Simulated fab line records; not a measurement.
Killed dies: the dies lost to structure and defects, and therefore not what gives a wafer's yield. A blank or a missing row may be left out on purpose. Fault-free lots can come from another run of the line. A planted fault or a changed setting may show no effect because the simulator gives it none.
fab line records | flow n5-finfet | part 1 of 2: steps 1 to 4 of 6
record lots=21 wafers=63 last-day=17
route steps=1938 shown SDB@359 DUMMY_REMOVAL@377 HKMG_FIN@387
lots with no fault: from the same line, run without faults
start-h: hours from the record's first day to the start of the lot's first wafer shown | wait-h: hours since the lot's step before | " the same as in the row above | L1.1+2: several wafers, shown together as one row | - value missing, or start not given | * or withheld: withheld | < > ~ a bound
route shown NAME@n: NAME is a module with steps in the file, n the number in the route of the first one | usual: average and standard deviation across the fault-free wafers | same: alike in all rows | chamber/n: place in a boat | sites: each site's reading | _std_site: standard deviation across them | _edge_site: the outer-site mean with the inner-site mean subtracted | radius-mm: for every site, how far away it sits from the centre of the wafer | mask NAME#n: copy n | behind: the most recent tool/chamber to have shaped the wafer | hold: why the lot went on hold/how many hours it stayed there/how the hold came to an end | device: which transistor (n, p or np) failed to switch | end of line: the route-end tests of the same wafers | a step given without rows: its recipe and nothing more | killed: at the first sort, the dies lost to defects and structure; wafer yield is something else | map: a wafer's dies, marking killed ones x, the rest . and places with no die _
set.NAME: the run value of the setting; set.NAME@STEP: its run value at that earlier step | model.NAME: the simulator's own value behind a step, which no gauge read
the route's steps for a sample of lots (tables are steps, rows are wafers)
services: when a tool's chamber went out of use (start-h, in hours from the record's first day, below 0 if earlier), for how many hours, and the reason
## steps
# step N5_SDB_DESCUM_16
# recipe chemistry=O2 time-s=7.9 source-power-w=50 bias-power-w=20 pressure-mtorr=20 rf-frequency-hz=2.712e+07 temp-c=40 resist=CAR-ArF o2-flow-sccm=225
# usual drypump-motor-current-A=5.7/0.46 o2-flow-sccm=225.1/0.7 oes-product-au=0.83/0.098 rf-vpp-V=243.1/1 showerhead-plenum-p-Torr=2.09/0.046 throttle-valve-pct=20.5/0.31
# columns lot.wafer tool chamber start-h wait-h drypump-motor-current-A o2-flow-sccm oes-product-au rf-hours-counter-h rf-vpp-V showerhead-plenum-p-Torr throttle-valve-pct
L074.2 rie-diel-05 0 69.19 0.3 5.1 225.8 0.94 19 242.5 2.05 20.3
L074.3 " 1 " " 5.8 224.5 0.97 8 242.7 2.08 20.5
L074.4 " 2 " " 6.7 224.3 0.75 145 243.2 2.07 20.8
L075.4 rie-diel-04 3 71.95 0.0 6.0 225.6 0.67 244 242.7 2.06 20.6
L075.5 " 2 " " 5.3 224.5 0.69 - 243.8 2.08 20.7
L075.6 " 3 " " 6.0 226.6 0.67 - 243.0 2.06 20.5
L076.2 rie-diel-01 3 78.87 0.0 6.0 225.3 0.84 62 243.8 2.10 20.4
L076.3 " 2 " " 5.3 224.7 0.80 101 243.0 2.18 20.3
L076.6 " 2 " " 5.3 224.5 0.80 - 244.6 2.18 20.3
L077.3 rie-diel-01 1 83.92 0.1 5.8 224.9 0.71 191 242.2 2.09 21.2
L077.5 " 2 " " 5.3 224.7 0.79 - 244.4 2.18 20.3
L077.6 " 1 " " 5.7 225.3 0.71 - 243.1 2.09 21.1
L078.2 rie-diel-01 1 92.86 0.0 5.8 226.7 0.70 194 243.4 2.09 21.2
L078.3 " 0 " " 6.3 224.4 0.79 109 243.6 2.12 20.5
L078.4 " 2 " " 5.3 225.3 0.79 105 245.4 2.18 20.3
L079.1 rie-diel-05 1 98.32 0.2 5.8 225.0 0.93 19 241.8 2.08 20.5
L079.2 " 2 " " 6.7 224.7 0.74 152 244.0 2.07 20.8
L079.6 " 2 " " 6.7 224.4 0.74 - 243.0 2.07 20.8
L080.1 rie-diel-05 1 101.33 0.1 5.8 224.6 0.93 20 243.6 2.08 20.5
L080.3 " 2 " " 6.7 223.5 0.75 153 244.1 2.07 20.8
L080.4 " 2 " " 6.7 225.2 0.75 - 243.8 2.07 20.8
L082.1 rie-diel-04 0 113.60 0.0 5.9 224.0 0.81 102 242.7 2.01 20.2
L082.3 " 1 " " 5.4 224.2 0.92 30 244.1 2.15 20.4
L082.4 " 0 " " 5.9 224.0 0.82 - 243.1 2.01 20.2
L083.1 rie-diel-04 1 118.19 0.0 5.4 224.7 0.91 31 244.1 2.15 20.4
L083.4 " 0 " " 5.9 225.8 0.80 - 240.8 2.01 20.2
L083.5 " 1 " " 5.4 225.0 0.91 - 243.2 2.15 20.4
L085.2 rie-diel-01 3 133.39 0.2 6.0 224.9 0.82 81 244.9 2.10 20.4
L085.4 " 1 " " 5.8 225.0 0.69 208 242.0 2.09 21.2
L085.5 " 1 " " 5.8 225.0 0.69 - 244.6 2.09 21.2
L086.2 rie-diel-04 1 136.65 0.0 5.4 225.2 0.90 38 243.4 2.15 20.5
L086.3 " 2 " " 5.4 225.5 0.97 6 242.8 2.07 20.2
L086.6 " 1 " " 5.4 225.2 0.91 - 243.4 2.15 20.4
L087.3 rie-diel-01 1 143.86 0.2 5.8 224.9 0.69 212 243.2 2.09 21.2
L087.5 " 2 " " 5.3 225.4 0.77 - 245.3 2.17 20.4
L087.6 " 1 " " 5.8 224.6 0.70 - 243.2 2.08 21.2
L089.1 rie-diel-05 2 154.43 0.0 6.7 224.4 0.73 174 242.9 2.06 20.8
L089.2 " 1 " " 5.8 225.9 0.88 42 242.5 2.07 20.5
L089.3 " 0 " " 5.0 225.0 0.87 54 242.1 2.03 20.3
L090.1 rie-diel-01 3 163.96 0.0 6.0 225.2 0.81 93 243.3 2.09 20.4
L090.3 " 1 " " 5.7 225.1 0.69 219 243.3 2.08 21.2
L090.5 " 1 " " 5.8 225.8 0.69 - 243.6 2.08 21.2
L091.2 rie-diel-05 3 165.69 0.0 4.9 225.2 0.95 19 243.1 2.04 20.2
L091.5 " 1 " " 5.8 225.5 0.86 - 243.2 2.07 20.6
L091.6 " 0 " " 5.1 224.7 0.87 - 243.7 2.03 20.3
L092.1 rie-diel-01 0 172.74 0.0 6.3 224.2 0.77 139 243.3 2.11 20.5
L092.2 " 1 " " 5.7 224.7 0.68 222 242.2 2.08 21.2
L092.4 " 2 " " 5.3 225.0 0.76 134 244.8 2.17 20.4
L093.2 rie-diel-05 3 177.78 0.0 5.0 225.6 0.95 24 241.5 2.04 20.2
L093.3 " 2 " " 6.7 225.5 0.72 185 242.9 2.06 20.8
L093.4 " 1 " " 5.8 225.6 0.87 51 242.7 2.07 20.6
L094.3 rie-diel-01 0 189.26 0.3 6.3 225.4 0.77 143 242.0 2.11 20.5
L094.4 " 1 " " 5.7 224.5 0.69 226 244.1 2.08 21.2
L094.6 " 1 " " 5.7 224.9 0.69 - 242.4 2.08 21.2
L095.2 rie-diel-01 0 192.58 0.0 6.3 224.9 0.76 144 242.1 2.11 20.5
L095.5 " 3 " " 6.0 226.5 0.79 - 240.8 2.09 20.4
L095.6 " 2 " " 5.3 224.6 0.75 - 245.1 2.17 20.4
L096.4 rie-diel-04 0 199.83 0.5 5.9 225.2 0.78 131 242.1 2.00 20.3
L096.5 " 2 " " 5.4 226.6 0.91 - 242.7 2.07 20.3
L096.6 " 1 " " 5.4 224.9 0.85 - 242.5 2.14 20.5
L097.2 rie-diel-01 1 207.98 0.0 5.8 224.5 0.68 232 242.9 2.08 21.2
L097.4 " 2 " " 5.3 224.5 0.75 144 244.5 2.16 20.4
L097.6 " 1 " " 5.8 224.7 0.69 - 241.8 2.08 21.2
# step N5_DUMMY_REMOVAL_HM_STRIP_01
# recipe chemistry=CH3F/O2 material=SiNx target-depth-a=40 stop-on=poly-Si time-s=6.8 over-etch-frac=0.3 ion-energy-ev=60 power-w=410 bias-w=29 Ar_flow_sccm=150 CH3F_flow_sccm=30 O2_flow_sccm=20
# usual CH3F_flow_sccm=30.01/0.093 drypump-motor-current-A=5.5/0.56 oes-product-au=0.64/0.065 rf-vpp-V=127.4/1 showerhead-plenum-p-Torr=1.99/0.088 throttle-valve-pct=16.41/0.23
# columns lot.wafer tool chamber start-h wait-h CH3F_flow_sccm drypump-motor-current-A oes-product-au rf-hours-counter-h rf-vpp-V showerhead-plenum-p-Torr throttle-valve-pct
L074.2 rie-diel-06 2 73.36 0.0 30.15 4.7 0.59 198 128.5 1.99 16.65
L074.3 " 3 " " 29.91 4.7 0.71 56 126.0 2.01 16.21
L074.4 " 2 " " 30.10 4.7 0.59 - 127.2 1.99 16.64
L075.4 rie-diel-03 2 75.89 0.0 30.19 5.3 0.75 - 128.1 1.96 16.31
L075.5 " 0 " " 30.09 5.9 0.58 - 127.1 2.08 16.28
L075.6 " 3 " " 30.15 6.5 0.59 - 127.6 1.88 16.29
L076.2 rie-diel-03 0 82.75 0.0 30.09 6.0 0.58 184 125.4 2.08 16.29
L076.3 " 2 " " 30.06 5.3 0.74 12 126.3 1.96 16.33
L076.6 " 2 " " 30.05 5.3 0.75 - 127.1 1.96 16.31
L077.3 rie-diel-03 3 88.15 0.0 30.03 6.5 0.59 206 125.0 1.88 16.31
L077.5 " 2 " " 29.96 5.3 0.74 - 127.0 1.96 16.32
L077.6 " 0 " " 29.95 5.9 0.58 - 127.0 2.08 16.29
L078.2 rie-diel-03 0 96.74 0.0 30.16 5.9 0.58 190 128.4 2.08 16.32
L078.3 " 3 " " 29.88 6.5 0.59 209 126.1 1.88 16.32
L078.4 " 2 " " 30.25 5.3 0.74 19 127.4 1.96 16.32
L079.1 rie-diel-02 2 102.61 0.0 30.00 5.6 0.70 50 126.6 1.95 16.22
L079.2 " 0 " " 30.08 5.7 0.63 117 125.5 1.86 16.57
L079.6 " 1 " " 30.21 5.4 0.58 - 127.4 1.99 16.78
L080.1 rie-diel-02 2 105.28 0.1 29.78 5.7 0.71 51 128.2 1.95 16.21
L080.3 " 3 " " 30.00 6.0 0.56 233 127.4 2.09 16.58
L080.4 " 1 " " 29.96 5.5 0.58 207 127.4 1.99 16.78
L082.1 rie-diel-03 2 117.49 0.0 29.95 5.3 0.73 24 126.7 1.96 16.34
L082.3 " 1 " " 30.07 5.0 0.75 8 126.7 2.13 15.96
L082.4 " 3 " " 30.00 6.4 0.58 - 127.5 1.88 16.34
L083.1 rie-diel-03 3 122.51 0.0 29.95 6.5 0.58 216 126.3 1.88 16.33
L083.4 " 2 " " 30.14 5.3 0.72 - 126.8 1.96 16.36
L083.5 " 1 " " 29.81 5.0 0.75 - 128.6 2.13 15.98
L085.2 rie-diel-02 3 138.28 0.2 30.09 6.0 0.56 243 127.6 2.08 16.60
L085.4 " 0 " " 29.91 5.7 0.62 128 126.3 1.86 16.60
L085.5 " 0 " " 30.09 5.7 0.61 - 126.0 1.86 16.58
L086.2 rie-diel-02 3 140.67 0.0 29.98 6.0 0.57 244 128.2 2.08 16.61
L086.3 " 0 " " 30.15 5.7 0.61 129 126.7 1.85 16.60
L086.6 " 1 " " 29.98 5.4 0.58 - 127.4 1.98 16.80
L087.3 rie-diel-02 3 147.80 0.1 30.18 6.0 0.56 246 127.7 2.08 16.61
L087.5 " 3 " " 29.93 6.0 0.56 - 128.5 2.08 16.59
L087.6 " 0 " " 29.97 5.7 0.61 - 126.1 1.85 16.59
L089.1 rie-diel-03 2 159.04 0.0 29.99 5.3 0.70 36 126.4 1.95 16.36
L089.2 " 0 " " 30.04 5.9 0.57 205 126.9 2.07 16.33
L089.3 " 1 " " 30.02 5.0 0.74 20 128.9 2.13 16.00
L090.1 rie-diel-06 1 168.07 0.0 30.02 5.4 0.65 95 129.1 2.12 16.25
L090.3 " 2 " " 29.99 4.7 0.57 225 126.5 1.98 16.69
L090.5 " 1 " " 29.90 5.4 0.64 - 128.7 2.12 16.25
L091.2 rie-diel-06 3 170.46 0.0 29.95 4.7 0.67 91 127.8 2.00 16.29
L091.5 " 3 " " 29.97 4.7 0.67 - 126.2 2.00 16.27
L091.6 " 2 " " 30.05 4.8 0.58 - 127.5 1.98 16.69
L092.1 rie-diel-03 1 176.63 0.0 29.81 5.0 0.72 25 129.6 2.13 16.01
L092.2 " 3 " " 30.08 6.4 0.57 230 125.4 1.88 16.36
L092.4 " 3 " " 29.90 6.5 0.57 - 126.3 1.88 16.36
L093.2 rie-diel-03 3 181.66 0.0 30.07 6.4 0.57 232 126.7 1.87 16.35
L093.3 " 2 " " 30.11 5.3 0.69 44 127.4 1.95 16.37
L093.4 " 1 " " 29.97 5.0 0.72 - 127.8 2.13 16.01
L094.3 rie-diel-06 2 193.29 0.1 29.90 4.7 0.57 231 126.5 1.98 16.70
L094.4 " 0 " " 30.00 6.2 0.58 223 126.0 1.89 16.78
L094.6 " 2 " " 29.96 4.7 0.57 - 126.0 1.98 16.70
L095.2 rie-diel-06 0 196.46 0.0 30.01 6.2 0.58 224 127.1 1.89 16.78
L095.5 " 1 " " 30.11 5.4 0.64 - 127.0 2.11 16.28
L095.6 " 2 " " 29.80 4.7 0.57 - 127.0 1.98 16.70
L096.4 rie-diel-06 0 204.26 0.3 29.90 6.2 0.58 227 126.8 1.89 16.77
L096.5 " 1 " " 30.04 5.4 0.65 - 129.4 2.11 16.24
L096.6 " 0 " " 29.95 6.3 0.58 - 126.7 1.89 16.78
L097.2 rie-diel-06 3 212.05 0.0 30.10 4.8 0.67 101 128.0 1.99 16.28
L097.4 " 1 " " 29.96 5.4 0.64 107 128.9 2.11 16.27
L097.6 " 3 " " 29.98 4.7 0.66 - 127.2 1.99 16.29
# step N5_HKMG_FIN_HK_ANNEAL_02
# recipe temp-c=700 time-s=30 ambient=N2 idle-temp-c=600 ramp-up-c-per-s=150 ramp-down-c-per-s=60 cool-to-c=600
# usual lamp-power-pct=8.80/0.051 lamp_zone_1_pct=8.797/0.012 lamp_zone_6_pct=8.726/0.011 wafer_temp_C_max=703.0/0.61
# columns lot.wafer tool chamber start-h wait-h lamp-power-pct lamp_zone_1_pct lamp_zone_6_pct wafer_temp_C_max
L074.2 rtp-anneal-01 0 74.12 0.1 8.86 8.796 8.700 702.5
L074.3 " 0 " " 8.83 8.815 8.748 704.9
L074.4 " 0 " " 8.78 8.800 8.749 702.7
L075.4 rtp-anneal-02 0 76.71 0.2 8.83 8.790 8.723 703.6
L075.5 " 0 " " 8.80 8.794 8.742 703.2
L075.6 " 0 " " 8.86 8.786 8.733 702.3
L076.2 rtp-anneal-02 0 83.52 0.1 8.79 8.779 8.743 702.8
L076.3 " 0 " " 8.78 8.816 8.731 703.5
L076.6 " 0 " " 8.89 8.795 8.726 702.7
L077.3 rtp-anneal-02 0 88.96 0.2 8.73 8.805 8.732 702.9
L077.5 " 0 " " 8.81 8.807 8.722 702.3
L077.6 " 0 " " 8.72 8.800 8.744 702.3
L078.2 rtp-anneal-01 0 97.73 0.4 8.76 8.795 8.742 703.1
L078.3 " 0 " " 8.84 8.794 8.736 703.4
L078.4 " 0 " " 8.92 8.804 8.727 704.8
L079.1 rtp-anneal-02 0 103.45 0.2 8.74 8.792 8.725 703.0
L079.2 " 0 " " 8.74 8.782 8.706 701.7
L079.6 " 0 " " 8.76 8.784 8.726 702.9
L080.1 rtp-anneal-02 0 106.09 0.2 8.76 8.806 8.726 702.8
L080.3 " 0 " " 8.79 8.799 8.737 702.7
L080.4 " 0 " " 8.80 8.813 8.725 702.9
L082.1 rtp-anneal-01 0 118.23 0.1 8.83 8.782 8.725 703.4
L082.3 " 0 " " 8.87 8.794 8.727 703.3
L082.4 " 0 " " 8.72 8.811 8.714 704.1
L083.1 rtp-anneal-02 0 123.25 0.1 8.88 8.816 8.729 702.6
L083.4 " 0 " " 8.89 8.774 8.724 703.3
L083.5 " 0 " " 8.82 8.794 8.713 702.6
L085.2 rtp-anneal-02 0 139.05 0.1 8.88 8.810 8.742 702.5
L085.4 " 0 " " 8.89 8.785 8.707 704.3
L085.5 " 0 " " 8.81 8.792 8.705 703.6
L086.2 rtp-anneal-01 0 141.69 0.3 8.76 8.797 8.719 702.3
L086.3 " 0 " " 8.78 8.782 8.729 702.1
L086.6 " 0 " " 8.73 8.789 8.729 703.1
L087.3 rtp-anneal-01 0 148.81 0.2 8.83 8.798 8.725 702.6
L087.5 " 0 " " 8.72 8.795 8.723 702.8
L087.6 " 0 " " 8.77 8.777 8.743 703.6
L089.1 rtp-anneal-02 0 159.99 0.3 8.82 8.788 8.712 703.0
L089.2 " 0 " " 8.69 8.781 8.714 702.8
L089.3 " 0 " " 8.77 8.795 8.720 703.5
L090.1 rtp-anneal-01 0 168.83 0.1 8.82 8.795 8.710 703.4
L090.3 " 0 " " 8.78 8.804 8.729 702.3
L090.5 " 0 " " 8.80 8.804 8.728 704.0
L091.2 rtp-anneal-02 0 171.23 0.1 8.83 8.789 8.731 702.3
L091.5 " 0 " " 8.89 8.784 8.744 703.0
L091.6 " 0 " " 8.81 8.800 8.717 703.3
L092.1 rtp-anneal-01 0 177.36 0.1 8.80 8.812 8.723 702.7
L092.2 " 0 " " 8.79 8.780 8.722 704.0
L092.4 " 0 " " 8.75 8.783 8.718 703.3
L093.2 rtp-anneal-02 0 182.43 0.1 8.84 8.812 8.723 703.4
L093.3 " 0 " " 8.76 8.800 8.713 702.5
L093.4 " 0 " " 8.79 8.812 8.711 702.1
L094.3 rtp-anneal-01 0 194.24 0.3 8.76 8.804 8.710 701.8
L094.4 " 0 " " 8.72 8.805 8.742 703.9
L094.6 " 0 " " 8.73 8.806 8.722 703.2
L095.2 rtp-anneal-01 0 197.26 0.1 8.74 8.804 8.719 703.3
L095.5 " 0 " " 8.73 8.790 8.739 703.1
L095.6 " 0 " " 8.76 8.795 8.723 703.7
L096.4 rtp-anneal-02 0 205.31 0.3 8.91 8.793 8.728 702.8
L096.5 " 0 " " 8.86 8.800 8.727 702.7
L096.6 " 0 " " 8.76 8.825 8.720 703.9
L097.2 rtp-anneal-01 0 213.13 0.3 8.72 8.799 8.725 702.8
L097.4 " 0 " " 8.82 8.789 8.723 702.8
L097.6 " 0 " " 8.80 8.792 8.713 702.9
# step N5_HKMG_FIN_INSPECT_61
# recipe mode=adi inspect-instrument=macro
# usual raw-defect-count=2.0/1.5
# columns lot.wafer tool chamber start-h wait-h raw-defect-count
L074.2 defect-inspect-02 - 74.91 0.0 2
L074.3 " - " " 2
L074.4 " - " " 2
L075.4 defect-inspect-01 - 77.43 0.0 0
L075.5 " - " " 1
L075.6 " - " " 0
L076.2 defect-inspect-01 - 84.30 0.0 0
L076.3 " - " " 2
L076.6 " - " " 1
L077.3 defect-inspect-01 - 89.73 0.0 4
L077.5 " - " " 3
L077.6 " - " " 2
L078.2 defect-inspect-01 - 98.66 0.0 3
L078.3 " - " " 1
L078.4 " - " " 4
L079.1 defect-inspect-01 - 104.27 0.0 0
L079.2 " - " " 5
L079.6 " - " " 1
L080.1 defect-inspect-02 - 106.77 0.0 0
L080.3 " - " " 4
L080.4 " - " " 0
L082.1 defect-inspect-01 - 118.91 0.0 5
L082.3 " - " " 1
L082.4 " - " " 2
L083.1 defect-inspect-02 - 123.95 0.0 2
L083.4 " - " " 2
L083.5 " - " " 4
L085.2 defect-inspect-02 - 139.83 0.0 1
L085.4 " - " " 2
L085.5 " - " " 3
L086.2 defect-inspect-02 - 142.48 0.0 2
L086.3 " - " " 0
L086.6 " - " " 2
L087.3 defect-inspect-01 - 149.56 0.0 1
L087.5 " - " " 4
L087.6 " - " " 8
L089.1 defect-inspect-01 - 160.68 0.0 8
L089.2 " - " " 1
L089.3 " - " " 3
L090.1 defect-inspect-01 - 169.64 0.0 3
L090.3 " - " " 2
L090.5 " - " " 1
L091.2 defect-inspect-01 - 172.01 0.0 2
L091.5 " - " " 1
L091.6 " - " " 0
L092.1 defect-inspect-01 - 178.18 0.0 0
L092.2 " - " " 2
L092.4 " - " " 3
L093.2 defect-inspect-02 - 183.21 0.0 1
L093.3 " - " " 4
L093.4 " - " " 2
L094.3 defect-inspect-02 - 194.87 0.0 3
L094.4 " - " " 1
L094.6 " - " " 1
L095.2 defect-inspect-02 - 198.04 0.0 5
L095.5 " - " " 3
L095.6 " - " " 3
L096.4 defect-inspect-02 - 206.20 0.0 1
L096.5 " - " " 2
L096.6 " - " " 4
L097.2 defect-inspect-01 - 213.91 0.0 3
L097.4 " - " " 1
L097.6 " - " " 4
